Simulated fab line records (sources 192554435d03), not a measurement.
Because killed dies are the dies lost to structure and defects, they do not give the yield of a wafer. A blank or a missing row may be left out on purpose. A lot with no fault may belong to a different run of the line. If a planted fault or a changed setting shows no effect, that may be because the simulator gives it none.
Chamber matching | flow n5-finfet | N5_FIN_CUT_CUT_ETCH_15 on rie-si-04: 4 sister chambers
The step etches Si in HBr/Cl2/O2, target depth 100 nm, bt time 10 s, time 42.4 s. 4 wafers are shown with their chamber, then 7 later ones without.

## WAFERS PAIRED WITH THEIR CHAMBERS
wafer  | chamber | throttle-valve-pct (%)
L081.1 | 1       | 36.88
L081.6 | 0       | 37.60
L085.1 | 3       | 37.17
L085.4 | 2       | 36.92

## WAFERS WITHOUT THEIR CHAMBER
wafer  | throttle-valve-pct (%)
L085.6 | 37.63
L086.1 | 37.16
L086.4 | 36.93
L086.5 | 37.17
L096.1 | 36.88
L096.2 | 37.63
L096.5 | 36.91

## WHICH CHAMBER EACH ONE RAN IN
wafer  | from the rows above     | in truth
L085.6 | 0                       | 0
L086.1 | 3                       | 3
L086.4 | 2                       | 2
L086.5 | 3                       | 3
L096.1 | 1                       | 1
L096.2 | 0                       | 0
L096.5 | can't be placed: 2 or 1 | 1
Correct placement for 6 of the 7. Not placeable from these rows: 1 (in 1, the candidates include the true chamber). Wrongly placed: 0.
How it was worked out, from the rows above alone: a wafer's distance from a chamber is the root of the sum, over the readings, of the square of ((its reading less the chamber's mean) divided by the reading's scatter). If the next closest chamber is less than 2 further off than the closest, the wafer can't be placed; otherwise it belongs to the closest. The mean given for a chamber averages the wafers shown for that chamber. The scatter: with one shown wafer a chamber, the root of the mean of the squares of how far each hidden wafer lies from its nearest shown one.
